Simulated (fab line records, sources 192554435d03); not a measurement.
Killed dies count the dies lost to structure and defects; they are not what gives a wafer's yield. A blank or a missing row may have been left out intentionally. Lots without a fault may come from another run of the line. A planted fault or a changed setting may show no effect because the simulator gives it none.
fab line records	flow n5-finfet
record: lots: 5	wafers: 15	last-day: 17
route steps=1938 shown FIN_CUT@156 STI_FIN_REVEAL@183 BEOL_M4@1111 PASSIVATION@1936
lots that met no fault: taken from a fault-free run of the same line
start-h: the number of hours between the record's first day and the start of the first shown wafer of the lot	wait-h: hours from the lot's prior step to this one	" same as the row above	L1.1+2: several wafers, shown together as one row	- no value, or no start given	* or withheld: withheld	< > ~ a bound
route shown NAME@n: names a module that has steps shown in the file, with the first one's number in the route	usual: the fault-free wafers' mean and standard deviation	same: alike in all rows	chamber/n: place in a boat	sites: per-site readings	_std_site: the standard deviation of these	_edge_site: outer sites' mean less inner sites'	radius-mm: for every site, how far away it sits from the centre of the wafer	mask NAME#n: copy n	behind: the tool/chamber that last shaped the wafer	hold: why the lot was held/for how many hours/how that ended	device: transistor that didn't switch, given as n, p or np	end of line: the tests these same wafers got at the end of their route	for a step that has no rows: nothing shown but its recipe	killed: dies lost to structure and defects at the first sort, not the wafer's yield	map: the dies of a wafer, with x for killed, . for not killed, _ for no die there
set.NAME: setting as actually run; set.NAME@STEP: the setting as run at that earlier step	model.NAME: the simulator's own value behind a step, which no gauge read
certain route steps with their lots: each step a table, each wafer a row
services: from which hour (start-h, from the record's first day; less than 0 if before it) a tool's chamber was out of use, for how many hours, and why
== steps ==
step: N5_FIN_CUT_COAT_29
recipe: resist: underlayer	temp-c: 205	time-s: 60	spin-rpm: 1500	resist-thk-nm: 10
step: N5_FIN_CUT_COAT_02
recipe: resist: CAR-EUV	spin-rpm: 1500	resist-thk-nm: 30
step: N5_FIN_CUT_EBR_04
recipe: solvent: PGMEA	ebr-width-mm: 1.5
step: N5_FIN_CUT_SOFTBAKE_03
recipe: temp-c: 110	time-s: 60	resist: CAR-EUV
step: N5_FIN_CUT_EXPOSE_05
recipe: mask-id: FIN_CUT	na: 0.33	source-shape: annular	sigma-inner: 0.35	sigma-outer: 0.8	polarization: unpolarized	dose-mj: 45.75
step: N5_FIN_CUT_PEB_06
recipe: peb-temp-c: 100	peb-time-s: 60	resist: CAR-EUV
step: N5_FIN_CUT_DEVELOP_07
recipe: develop-time-s: 30	developer: TMAH	resist: CAR-EUV	rinse-liquid: surfactant-rinse	dry: air-spin	dev-temp-c: 23
step: N5_FIN_CUT_CD_MEAS_08
recipe: target-cd-nm: 29.1	landing-energy-ev: 500	detector: se-inlens	polarity: opening
usual: cd-nm: 29.00/0.22
lot.wafer	tool	chamber	start-h	wait-h	cd-nm
L989.1	cd-sem-02	0	26.67	-	28.89
L989.2	"	0	"	"	29.08
L989.4	"	0	"	"	28.72
L997.2	cd-sem-01	0	77.71	-	29.22
L997.5	"	0	"	"	29.27
L997.6	"	0	"	"	29.35
L101.2	cd-sem-02	0	103.28	-	28.69
L101.3	"	0	"	"	28.57
L101.4	"	0	"	"	28.55
L108.3	cd-sem-03	0	140.69	-	29.04
L108.5	"	0	"	"	29.04
L108.6	"	0	"	"	28.85
L109.2	cd-sem-01	0	146.21	-	28.93
L109.3	"	0	"	"	29.00
L109.4	"	0	"	"	29.24
step: N5_FIN_CUT_OVL_MEAS_09
recipe: points-per-wafer: 522
usual: FIN_CUT_OVL: -0.2/0.59
lot.wafer	tool	chamber	start-h	wait-h	FIN_CUT_OVL[nm]
L989.1	overlay-01	0	26.70	0.0	0.7
L989.2	"	0	"	"	-0.4
L989.4	"	0	"	"	0.2
L997.2	overlay-02	0	77.75	0.0	0.2
L997.5	"	0	"	"	-0.1
L997.6	"	0	"	"	-0.1
L101.2	overlay-01	0	103.32	0.0	0.0
L101.3	"	0	"	"	-0.3
L101.4	"	0	"	"	0.1
L108.3	overlay-01	0	140.73	0.0	-0.2
L108.5	"	0	"	"	-0.6
L108.6	"	0	"	"	0.0
L109.2	overlay-02	0	146.25	0.0	-0.9
L109.3	"	0	"	"	0.2
L109.4	"	0	"	"	-0.3
step: N5_FIN_CUT_INSPECT_10
recipe: mode: adi	inspect-instrument: brightfield
usual: raw-defect-count: 47/13
lot.wafer	tool	chamber	start-h	wait-h	raw-defect-count
L989.1	defect-inspect-02	-	26.76	0.1	44
L989.2	"	-	"	"	44
L989.4	"	-	"	"	43
L997.2	defect-inspect-02	-	77.80	0.0	63
L997.5	"	-	"	"	51
L997.6	"	-	"	"	35
L101.2	defect-inspect-02	-	103.37	0.0	50
L101.3	"	-	"	"	69
L101.4	"	-	"	"	66
L108.3	defect-inspect-02	-	140.78	0.0	43
L108.5	"	-	"	"	38
L108.6	"	-	"	"	32
L109.2	defect-inspect-02	-	146.30	0.0	51
L109.3	"	-	"	"	30
L109.4	"	-	"	"	30
step: N5_FIN_CUT_DESCUM_13
recipe: chemistry: O2	time-s: 7	source-power-w: 50	bias-power-w: 20	pressure-mtorr: 20	rf-frequency-hz: 2.712e+07	temp-c: 40	resist: CAR-EUV	o2-flow-sccm: 225
usual: drypump-motor-current-A: 5.6/0.46	oes-product-au: 0.79/0.098	rf-vpp-V: 243.1/1.5	showerhead-plenum-p-Torr: 2.08/0.079	throttle-valve-pct: 20.55/0.18
lot.wafer	tool	chamber	start-h	wait-h	drypump-motor-current-A	oes-product-au	rf-hours-counter-h	rf-vpp-V	showerhead-plenum-p-Torr	throttle-valve-pct
L989.1	rie-diel-02	2	26.80	0.0	5.9	0.68	248	241.4	1.97	20.61
L989.2	"	0	"	"	5.8	0.75	147	243.1	2.11	20.65
L989.4	"	1	"	"	5.1	0.67	225	243.2	2.06	20.73
L997.2	rie-diel-04	3	77.83	0.0	6.2	0.82	89	242.1	2.04	20.78
L997.5	"	1	"	"	5.2	0.74	-	242.8	2.06	20.38
L997.6	"	0	"	"	4.8	0.68	-	240.2	1.98	20.63
L101.2	rie-diel-05	1	103.40	0.0	6.3	0.72	174	242.0	2.09	20.71
L101.3	"	0	"	"	5.4	0.72	203	240.6	1.98	20.45
L101.4	"	3	"	"	5.9	0.90	22	245.3	2.23	20.24
L108.3	rie-diel-02	3	140.81	0.0	5.7	0.97	9	243.3	2.05	20.39
L108.5	"	0	"	"	5.8	0.72	-	243.0	2.10	20.70
L108.6	"	3	"	"	5.7	0.97	-	242.8	2.05	20.39
L109.2	rie-diel-04	1	146.33	0.0	5.2	0.73	212	243.0	2.05	20.40
L109.3	"	2	"	"	6.2	0.87	27	246.0	2.20	20.49
L109.4	"	3	"	"	6.2	0.80	-	241.0	2.04	20.83
step: N5_FIN_CUT_ETCH_30
recipe: chemistry: N2/H2	target: underlayer	target-depth-a: 130	mask-material: CAR-EUV	time-s: 10.4	ion-energy-ev: 200	pressure-mtorr: 30	source-w: 840	bias-w: 150	n2-flow-sccm: 200	h2-flow-sccm: 200	ends: cleared
step: N5_FIN_CUT_ETCH_20
recipe: chemistry: CF4	target: SiARC	target-depth-a: 260	mask-material: CAR-EUV	time-s: 43.3	ion-energy-ev: 80	pressure-mtorr: 40	source-w: 545	bias-w: 36	Ar_flow_sccm: 100	cf4-flow-sccm: 100	ends: cleared
usual: drypump-motor-current-A: 5.7/0.46	etch-rf-on-time-s: 43.4/0.91	oes-product-au: 0.68/0.085	rf-vpp-V: 184.0/1.3	showerhead-plenum-p-Torr: 2.13/0.081	throttle-valve-pct: 15.72/0.18
lot.wafer	tool	chamber	start-h	wait-h	drypump-motor-current-A	etch-rf-on-time-s	oes-product-au	rf-hours-counter-h	rf-vpp-V	showerhead-plenum-p-Torr	throttle-valve-pct
L989.1	rie-diel-02	2	26.85	0.0	5.8	43.5	0.58	248	183.0	2.02	15.88
L989.2	"	0	"	"	5.7	43.6	0.65	147	184.3	2.14	15.78
L989.4	"	1	"	"	5.1	42.6	0.59	225	184.4	2.13	16.10
L997.2	rie-diel-04	3	77.89	0.0	6.2	43.1	0.71	89	184.8	2.08	15.74
L997.5	"	1	"	"	5.2	44.2	0.62	-	184.3	2.12	15.69
L997.6	"	0	"	"	4.8	43.6	0.59	-	182.5	2.02	15.82
L101.2	rie-diel-05	1	103.46	0.0	6.3	45.4	0.60	174	183.5	2.13	15.80
L101.3	"	0	"	"	5.4	43.3	0.60	203	183.0	2.03	15.73
L101.4	"	3	"	"	5.9	42.7	0.78	22	186.4	2.27	15.35
L108.3	rie-diel-02	3	140.86	0.0	5.7	41.1	0.83	9	184.2	2.10	15.48
L108.5	"	0	"	"	5.7	43.4	0.62	-	183.5	2.13	15.83
L108.6	"	3	"	"	5.7	41.0	0.84	-	183.8	2.10	15.48
L109.2	rie-diel-04	1	146.39	0.0	5.2	44.8	0.60	212	183.6	2.11	15.74
L109.3	"	2	"	"	6.1	42.6	0.76	27	186.4	2.28	15.80
L109.4	"	3	"	"	6.2	43.5	0.68	-	184.0	2.07	15.78
step: N5_FIN_CUT_ETCH_21
recipe: chemistry: N2/H2	target: SOC	target-depth-a: 2190	overetch-a: 438	mask-material: SiARC	temp-c: 40	ion-energy-ev: 100	bias-w: 61	time-s: 523.5	pressure-mtorr: 30	source-w: 850	n2-flow-sccm: 200	h2-flow-sccm: 200
step: N5_FIN_CUT_STRIP_23
recipe: chemistry: N2/H2	temp-c: 40	n2-flow-sccm: 200	h2-flow-sccm: 200	rf-frequency-hz: 6e+07
step: N5_FIN_CUT_STRIP_31
recipe: chemistry: N2/H2	temp-c: 40	n2-flow-sccm: 200	h2-flow-sccm: 200	rf-frequency-hz: 6e+07
step: N5_FIN_CUT_STRIP_24
recipe: chemistry: CF4	resist: SiARC	power-w: 300	bias-power-w: 75	pressure-mtorr: 50	cf4-flow-sccm: 150	rf-frequency-hz: 6e+07
usual: drypump-motor-current-A: 5.6/0.46	oes-product-au: 0.78/0.091	rf-vpp-V: 270.9/1.7	showerhead-plenum-p-Torr: 1.79/0.071	throttle-valve-pct: 13.68/0.19
lot.wafer	tool	chamber	start-h	wait-h	drypump-motor-current-A	oes-product-au	rf-hours-counter-h	rf-vpp-V	showerhead-plenum-p-Torr	throttle-valve-pct
L989.1	rie-diel-02	2	27.21	0.0	5.8	0.67	248	269.2	1.71	13.94
L989.2	"	0	"	"	5.8	0.74	147	272.0	1.79	13.72
L989.4	"	1	"	"	5.1	0.67	226	269.8	1.79	14.06
L997.2	rie-diel-04	3	78.25	0.0	6.2	0.81	89	269.8	1.73	13.63
L997.5	"	1	"	"	5.2	0.72	-	271.4	1.76	13.65
L997.6	"	0	"	"	4.8	0.69	-	270.2	1.69	13.80
L101.2	rie-diel-05	1	103.82	0.0	6.3	0.71	174	271.1	1.78	13.79
L101.3	"	0	"	"	5.4	0.70	203	268.6	1.71	13.75
L101.4	"	3	"	"	5.9	0.89	22	272.9	1.90	13.29
L108.3	rie-diel-02	3	141.22	0.0	5.7	0.93	9	270.6	1.76	13.38
L108.5	"	0	"	"	5.7	0.72	-	271.1	1.78	13.78
L108.6	"	3	"	"	5.7	0.94	-	270.3	1.76	13.41
L109.2	rie-diel-04	1	146.75	0.0	5.2	0.71	213	270.5	1.76	13.71
L109.3	"	2	"	"	6.1	0.87	27	274.1	1.91	13.76
L109.4	"	3	"	"	6.2	0.78	-	270.0	1.72	13.67
step: N5_FIN_CUT_CUT_ETCH_26
recipe: chemistry: CH3F/O2	target: SiNx	target-depth-a: 390	mask-material: SOC	time-s: 55.7	pressure-mtorr: 30	source-w: 395	bias-w: 73	Ar_flow_sccm: 150	CH3F_flow_sccm: 30	O2_flow_sccm: 20	ion-energy-ev: 120
usual: drypump-motor-current-A: 5.6/0.46	oes-product-au: 0.79/0.1	rf-vpp-V: 299/4.3	showerhead-plenum-p-Torr: 1.99/0.075	throttle-valve-pct: 16.49/0.19
lot.wafer	tool	chamber	start-h	wait-h	drypump-motor-current-A	oes-product-au	rf-hours-counter-h	rf-vpp-V	showerhead-plenum-p-Torr	throttle-valve-pct
L989.1	rie-diel-02	2	27.23	0.0	5.8	0.67	248	299	1.87	16.55
L989.2	"	0	"	"	5.8	0.74	147	302	2.01	16.53
L989.4	"	1	"	"	5.1	0.68	226	301	1.98	16.80
L997.2	rie-diel-04	3	78.27	0.0	6.2	0.82	89	293	1.95	16.61
L997.5	"	1	"	"	5.2	0.71	-	295	1.99	16.50
L997.6	"	0	"	"	4.8	0.69	-	297	1.89	16.59
L101.2	rie-diel-05	1	103.84	0.0	6.3	0.70	174	297	1.99	16.57
L101.3	"	0	"	"	5.4	0.71	203	307	1.89	16.42
L101.4	"	3	"	"	5.9	0.91	22	299	2.13	16.11
L108.3	rie-diel-02	3	141.24	0.0	5.7	0.98	9	299	1.96	16.29
L108.5	"	0	"	"	5.7	0.74	-	302	2.00	16.63
L108.6	"	3	"	"	5.7	0.98	-	300	1.96	16.28
L109.2	rie-diel-04	1	146.77	0.0	5.2	0.70	213	296	1.98	16.54
L109.3	"	2	"	"	6.2	0.89	27	307	2.12	16.51
L109.4	"	3	"	"	6.2	0.80	-	294	1.95	16.64
step: N5_FIN_CUT_CUT_ETCH_27
recipe: chemistry: CHF3/O2	target: SiO2	target-depth-a: 40	mask-material: SOC	overetch-a: 20	time-s: 4.9	pressure-mtorr: 30	source-w: 650	bias-w: 170	Ar_flow_sccm: 200	CHF3_flow_sccm: 50	O2_flow_sccm: 5	ion-energy-ev: 200
step: N5_FIN_CUT_PRECLEAN_35
recipe: time-s: 13.3	temp-c: 45	pressure-torr: 125	p-hf-torr: 3	p-coreactant-torr: 25	chemistry: vHF
usual: drypump-motor-current-A: 5.8/0.31
lot.wafer	tool	chamber	start-h	wait-h	drypump-motor-current-A
L989.1	vapor-etch-02	0	27.35	0.0	6.2
L989.2	"	1	"	"	5.6
L989.4	"	0	"	"	6.2
L997.2	vapor-etch-02	0	78.38	0.0	6.2
L997.5	"	0	"	"	6.2
L997.6	"	1	"	"	5.5
L101.2	vapor-etch-02	1	104.25	0.3	5.6
L101.3	"	1	"	"	5.6
L101.4	"	0	"	"	6.2
L108.3	vapor-etch-01	0	141.38	0.1	5.4
L108.5	"	0	"	"	5.4
L108.6	"	1	"	"	5.8
L109.2	vapor-etch-02	1	146.88	0.0	5.6
L109.3	"	0	"	"	6.2
L109.4	"	1	"	"	5.6
step: N5_FIN_CUT_CUT_ETCH_15
recipe: chemistry: HBr/Cl2/O2	target: Si	target-depth-a: 1000	bt-time-s: 10	mask-material: SOC	time-s: 42.4	ion-energy-ev: *	bias-w: *	pressure-mtorr: 10	icp-w: 800	HBr_flow_sccm: 150	Cl2_flow_sccm: 80	O2_flow_sccm: 12
step: N5_FIN_CUT_CUT_ETCH_28
recipe: chemistry: HBr/Cl2/O2	target: Si	target-depth-a: 60	mask-material: SOC	time-s: 2.4	ion-energy-ev: *	bias-w: *	pressure-mtorr: 10	icp-w: 800	HBr_flow_sccm: 150	Cl2_flow_sccm: 80	O2_flow_sccm: 12
usual: drypump-motor-current-A: 5.8/0.42	oes-product-au: 0.995/0.012	throttle-valve-pct: 37.32/0.24
lot.wafer	tool	chamber	start-h	wait-h	drypump-motor-current-A	oes-product-au	rf-hours-counter-h	throttle-valve-pct
L989.1	rie-si-04	1	27.48	0.0	5.4	1.023	64	37.04
L989.2	"	3	"	"	5.0	1.008	163	36.83
L989.4	"	0	"	"	5.9	1.002	5	37.19
L997.2	rie-si-05	3	78.52	0.0	5.6	1.009	144	37.31
L997.5	"	2	"	"	5.6	0.997	-	37.30
L997.6	"	1	"	"	6.4	0.980	-	37.39
L101.2	rie-si-05	1	104.39	0.0	6.4	0.972	132	37.42
L101.3	"	3	"	"	5.7	1.007	144	37.29
L101.4	"	2	"	"	5.6	0.991	183	37.29
L108.3	rie-si-02	0	141.49	0.0	5.4	0.997	58	37.61
L108.5	"	3	"	"	6.1	0.993	-	37.66
L108.6	"	2	"	"	5.3	0.996	-	37.60
L109.2	rie-si-05	2	147.02	0.0	5.6	0.986	184	37.29
L109.3	"	1	"	"	6.4	0.973	133	37.41
L109.4	"	0	"	"	6.4	0.978	78	37.01
step: N5_FIN_CUT_STRIP_22
recipe: chemistry: N2/H2	power-w: 500	temp-c: 40	pressure-mtorr: 50	rf-frequency-hz: 6e+07	overash-fraction: 0.3	bias-power-w: 8	h2-frac: 0.5	n2-flow-sccm: 300	h2-flow-sccm: 300
step: N5_FIN_CUT_PRECLEAN_36
recipe: chemistry: O3/DIW	time-s: 60	temp-c: 22	o3-ppm: 10
step: N5_FIN_CUT_SRD_32
recipe: dry: ipa-marangoni	time-s: 30	temp-c: 23	rinse-liquid: diw
step: N5_FIN_CUT_UV_OZONE_34
recipe: time-s: 120	pressure-torr: 760	temp-c: 25
step: N5_FIN_CUT_INSPECT_17
recipe: inspect-instrument: brightfield	mode: aei
usual: raw-defect-count: 267/81
lot.wafer	tool	chamber	start-h	wait-h	raw-defect-count
L989.1	defect-inspect-02	-	27.71	0.0	241
L989.2	"	-	"	"	277
L989.4	"	-	"	"	232
L997.2	defect-inspect-01	-	78.74	0.0	544
L997.5	"	-	"	"	183
L997.6	"	-	"	"	200
L101.2	defect-inspect-02	-	104.61	0.0	415
L101.3	"	-	"	"	410
L101.4	"	-	"	"	367
L108.3	defect-inspect-01	-	141.76	0.0	221
L108.5	"	-	"	"	185
L108.6	"	-	"	"	174
L109.2	defect-inspect-02	-	147.34	0.0	303
L109.3	"	-	"	"	231
L109.4	"	-	"	"	186
step: N5_STI_FIN_REVEAL_ALD_00
recipe: material: SiO2	target-thk-a: 10	temp-c: 300	ald-precursor-family: BDEAS	ald-co-reactant: O2-plasma	pulse-time-s: 1	pressure-torr: 2
step: N5_BEOL_M4_RC_MEAS_101
usual: DIBL_N: 36.4/1.6	DIBL_P: 36.2/1.8	IOFF_N: 0.159/0.029	IOFF_P: 0.21/0.034	ION_N: 670/12	ION_P: 459/8.2	SS_N: 71.5/0.59	SS_P: 73.2/0.54	VT_N: 250/3.3	VT_P: -250/3.7
lot.wafer	tool	chamber	start-h	wait-h	DIBL_N[mV/V]	DIBL_P[mV/V]	IOFF_N[nA/um]	IOFF_P[nA/um]	ION_N[uA/um]	ION_P[uA/um]	SS_N[mV/dec]	SS_P[mV/dec]	VT_N[mV]	VT_P[mV]
L989.1	prober-02	0	188.49	0.0	37.6	38.5	0.178	0.23	672	454	71.7	74.4	252	-250
L989.2	"	0	"	"	35.8	37.1	0.149	0.19	657	448	70.8	73.3	249	-253
L989.4	"	0	"	"	36.8	37.3	0.164	0.21	680	458	70.8	73.3	249	-252
L997.2	prober-01	0	256.75	0.2	36.7	37.9	0.171	0.21	669	454	72.5	73.3	248	-252
L997.5	"	0	"	"	34.8	35.3	0.136	0.16	661	447	71.7	72.5	253	-255
L997.6	"	0	"	"	36.0	37.3	0.160	0.19	670	452	71.4	72.8	249	-256
L101.2	prober-01	0	272.58	0.2	38.0	35.7	0.173	0.21	672	455	71.8	73.6	247	-249
L101.3	"	0	"	"	39.2	38.0	0.204	0.26	675	463	73.0	74.1	247	-246
L101.4	"	0	"	"	37.6	36.4	0.166	0.23	677	465	71.0	72.7	249	-249
L108.3	prober-02	0	294.08	0.3	37.1	35.8	0.149	0.22	675	468	71.9	73.7	248	-250
L108.5	"	0	"	"	36.1	35.0	0.148	0.22	665	458	71.8	73.3	251	-248
L108.6	"	0	"	"	37.3	35.3	0.160	0.21	673	461	71.1	72.7	250	-250
L109.2	prober-02	0	304.25	0.2	36.5	34.4	0.146	0.17	665	455	72.2	72.6	250	-253
L109.3	"	0	"	"	37.5	36.1	0.160	0.21	666	459	72.0	73.2	249	-252
L109.4	"	0	"	"	37.6	35.4	0.173	0.19	684	461	71.6	73.4	247	-250
step: N5_PASSIVATION_PROBE_49
usual: defect-limited-yield: 91.1/1.5	killed_at_M0_to_M3: 33/9.9	killed_at_M4_up: 14/5.2	killed-at-contacts: 12/6.7	killed-at-front-end: 43/13	killed-at-other: 3.4/2.7	killed-dies: 105/17	killed-on-rim: 14/4.2	killed-open: 69/13	killed-short: 33/7.5	sort_bin_5_function: 5.2/0.91	sort_bin_6_memory: 3.3/0.71	sort_bin_8_speed: 0.00/0.032	sort-n-pass: 1075/17	sort-yield-pct: 91.1/1.5
same: gross-dies: 1180	killed-at-back-side: 0	sort_bin_4_leakage[%]: 0
lot.wafer	tool	chamber	start-h	wait-h	defect-limited-yield[%]	killed_at_M0_to_M3	killed_at_M4_up	killed-at-contacts	killed-at-front-end	killed-at-other	killed-dies	killed-on-rim	killed-open	killed-short	sort_bin_5_function[%]	sort_bin_6_memory[%]	sort_bin_8_speed[%]	sort-n-pass	sort-yield-pct[%]
L997.2	prober-01	-	357.31	0.1	85.1	25	12	13	120	6	176	27	80	23	9.3	4.4	0	1004	85.1
L997.5	prober-01	-	357.46	0.2	91.9	23	9	10	50	3	95	13	65	30	4.4	3.3	0	1085	91.9
L997.6	prober-01	-	357.51	0.3	93.8	21	7	9	31	5	73	7	46	25	3.5	2.6	0	1107	93.8
L101.3	prober-02	-	370.18	0.1	90.9	35	9	7	53	3	107	14	77	30	5.2	3.6	0	1073	90.9
killed by level:class
L997.2 FIN_CUT:unspecified=73 FIN_SAQP:geometric-particle:open=16 MOL_CONTACT_COAG:geometric-particle:open=9 FIN_SAQP:geometric-particle:short=7 BEOL_M0_SAQP:geometric-particle:open=6 DUMMY_GATE:geometric-particle:open=5 ILD0:geometric-particle:open=5 STI_FIN_REVEAL:geometric-particle:open=4
L997.5 FIN_SAQP:geometric-particle:open=16 MOL_CONTACT_COAG:geometric-particle:open=9 BEOL_M3:geometric-particle:open=8 DUMMY_GATE:geometric-particle:open=7 FIN_SAQP:geometric-particle:short=6 DUMMY_GATE:geometric-particle:short=5 BEOL_M2:geometric-particle:open=5 BEOL_M0_SAQP:geometric-particle:open=4
L997.6 FIN_SAQP:geometric-particle:open=8 MOL_CONTACT_COAG:geometric-particle:open=7 BEOL_M1:geometric-particle:open=7 FIN_SAQP:geometric-particle:short=6 BEOL_M0_SAQP:geometric-particle:open=5 BEOL_M4:geometric-particle:open=4 BEOL_M0_SAQP:geometric-particle:short=3 STARTING-WAFER:geometric-particle:short=3
L101.3 STI_FIN_REVEAL:geometric-particle:open=21 BEOL_M2:geometric-particle:open=13 FIN_SAQP:geometric-particle:open=11 FIN_SAQP:geometric-particle:short=10 MOL_CONTACT_COAG:geometric-particle:open=6 BEOL_M0_SAQP:geometric-particle:short=6 BEOL_M0:geometric-particle:open=5 GATE_CUT:geometric-particle:open=3
map L997.2 (x killed, . not)
_________________....x...x...________________
______________xx..xx............_____________
___________xxxxx.xx..x...........x.__________
__________xxxxxxx.xx.x..xx.........._________
________xxxxxxxxx....x.....x.........._______
_______.xxxxxxxxxx.x............xxxxx..______
______xxxxxxxxxxxx....x.............x..._____
_____.xxxxxxxxxx.x.x.....x........x......____
____....xx.xxx.xxxxx............x.........___
___..x..xxxxx.xxx....x.....x.........x.....__
___....x.......x....x....xx..........x.....__
__...............x...................x......_
__.........................................._
_......................x........x............
_x...........................................
_...............................x............
_...x...x.........x........x....x............
_......................x.x.x....x...........x
_..........x.....................x...........
_..........x..x..x......xx......x..x.........
_......x..x.....x..........x.................
__.........................................._
__...........x......x.x.x.x................._
___................x.x............x.x.x...x__
___..........................x..x..........__
____.......x.......x..x..x................___
_____....x.x................xx...........____
______..................x..............._____
_______.x.............xx...............______
________................x..x......x..._______
__________....x...x................._________
___________.......................x__________
______________..x.....x.......x._____________
_________________..x.......x.________________
map L109.2 (x killed, . not)
_________________....x.......________________
______________.................._____________
___________....x..........xx.......__________
__________x.x.............x....x...._________
________...x.......x........x......x.._______
_______...x.......................xxx..______
______.............x.....x.............._____
_____....x..x..................xx........____
____x.....x..x..x..........x....x..x......___
___......x..............x........x.........__
___.x......x......................x........__
__.x...x.....................x...x.....x..x._
__................xx.x...........x.......x.._
_.....xx....x....x................x..........
_.....x...x..xx......xxx.......x.............
_.............x.........xx..x..............x.
_..xx...x................x.x......x..........
_...x....x..............................x....
_......x.......x..x..x.x.........x..........x
_......x.......x.............................
_........x.x............x...................x
__.....xx..x.....xx..........xxx............_
__............x...xx.......................x_
___....x........x....................x.....__
___.....x.........xx.........x.............__
____..................x.............x...x.___
_____.......x...x.x.......x........x.....____
______..xx............x.x..x...x........_____
_______x.x..x..x....x........x.........______
________.......................xx....._______
__________.............x.x.........._________
___________.x............x.........__________
______________.................._____________
_________________...x........________________
== services ==
tool	chamber	start-h	hours	kind
rie-diel-04	0	7.90	6.5	repair
rie-diel-04	-	9.25	0.3	repair
rie-diel-02	2	31.13	-	clean
rie-diel-02	2	31.13	-	consumable-replace:focus-ring
rie-diel-02	2	31.13	-	consumable-replace:showerhead
rie-diel-02	2	31.13	14.0	scheduled-down
rie-diel-02	2	31.13	14.0	vent-cycle
rie-diel-04	2	42.21	-	clean
vapor-etch-01	1	44.07	2.9	repair
rie-diel-05	0	44.41	2.8	repair
rie-diel-05	1	45.34	8.6	repair
rie-si-05	1	52.46	7.0	repair
vapor-etch-01	0	62.72	0.9	repair
vapor-etch-02	-	65.31	0.4	repair
rie-si-04	-	68.62	2.7	repair
rie-diel-04	1	80.68	3.3	repair
rie-si-05	3	85.47	14.4	repair
rie-diel-02	-	110.04	15.6	pm
rie-si-04	0	115.10	8.9	repair
rie-si-02	3	117.12	13.7	repair
rie-si-04	1	121.01	2.2	repair
rie-diel-04	3	138.80	6.5	repair
rie-si-05	2	142.14	3.9	repair
rie-diel-02	2	146.85	7.3	repair
== key ==
first-sign: step: N5_FIN_CUT_INSPECT_17	reading: raw-defect-count	direction: up	sigmas: 3.4	usual: 267	struck: 544
effect: step: N5_PASSIVATION_PROBE_49	reading: killed-at-front-end	direction: up	sigmas: 6	usual: 43	struck: 120
more-kills-born-at: N5_FIN_CUT_ETCH_20@rie-diel-04: 73
met-at N5_FIN_CUT_ETCH_20
struck-wafers L997.2
fault: kind: chamber-particle-source	tool: rie-diel-04	chamber: 3	onset-h: 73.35	steps: N5_FIN_CUT_ETCH_20	rate-per-visit-cm2: 0.42489	end-h: 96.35
